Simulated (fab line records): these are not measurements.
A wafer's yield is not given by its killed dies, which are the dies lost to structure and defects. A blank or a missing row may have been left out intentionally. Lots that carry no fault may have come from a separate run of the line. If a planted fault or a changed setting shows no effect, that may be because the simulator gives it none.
The tool behind it: which one? -- flow nandHarc -- 6 lots with 18 wafers sampled at 5 steps, on a route of 1302 steps

WHAT THE GAUGES READ, wafer by wafer
NHARC_END_SORT_01.
lot,measured,on,defectLimitedYield (%)
L221,day 29 12:46,prober-02,93.5 80.9 94.2

EACH LOT AND THE TOOL THAT RAN IT (in order: tool; ch and the chambers of the sampled wafers; start)
lot,NHARC_P_M2_STRIP_18,NHARC_THIN_TSV_ANNEAL_52,NHARC_THIN_TSV_CMP_21,NHARC_THIN_TSV_PRE_CLEAN_54
L210,"rieDiel-06 ch 2,3, day 6 21:31","rtpAnneal-02 ch 0, day 24 06:07","cmp-01 ch 0,1,3, day 24 06:28","pvdSputter-02, day 24 07:00"
L221,"rieDiel-11 ch 0,2,3, day 11 09:41","rtpAnneal-01 ch 0, day 28 22:52","cmp-01 ch 1,3, day 28 23:13","pvdSputter-02, day 28 23:45"
L225,"rieDiel-01 ch 0,1,2, day 13 05:44","rtpAnneal-02 ch 0, day 30 07:36","cmp-04 ch 0,1,3, day 30 07:54","pvdSputter-02, day 30 08:24"
L228,"rieDiel-06 ch 0,1, day 14 05:41","rtpAnneal-02 ch 0, day 31 07:29","cmp-03 ch 1,3, day 31 07:50","pvdSputter-03, day 31 08:23"
L230,"rieDiel-01 ch 0,1,3, day 15 08:52","rtpAnneal-01 ch 0, day 32 17:24","cmp-04 ch 1,3, day 32 17:45","pvdSputter-03, day 32 18:16"
L232,"rieDiel-06 ch 1,2,3, day 16 02:31","rtpAnneal-02 ch 0, day 33 04:13","cmp-04 ch 0,2, day 33 04:32","pvdSputter-01, day 33 05:03"
- NHARC_P_M2_STRIP_18: strips in N2/H2.
- NHARC_THIN_TSV_ANNEAL_52: time 90 s.
- NHARC_THIN_TSV_CMP_21: polishes, t overpolish 30 s, target thk 2000 nm.
- NHARC_THIN_TSV_PRE_CLEAN_54: time 30 s.

THE ANSWER, worked out from the rows above alone
Rule: the usual values come from the lots themselves. Put in order of their means at a reading, lots are off if they are a third of the lots or fewer, leave a main group of 4 or more, and stand apart from it by a gap of 3 or more times the standard deviation of the main group's means; of several such gaps the widest counts. Not used: any main group whose means are identical at the precision the tables above print for the reading. A lot without any number at a reading at which 4 lots or more have one is off too. All remaining lots with rows at the step are treated as sound.
No lot is off at any reading shown: from this, nothing can be told.

WHAT THE SIMULATOR HAD PUT IN
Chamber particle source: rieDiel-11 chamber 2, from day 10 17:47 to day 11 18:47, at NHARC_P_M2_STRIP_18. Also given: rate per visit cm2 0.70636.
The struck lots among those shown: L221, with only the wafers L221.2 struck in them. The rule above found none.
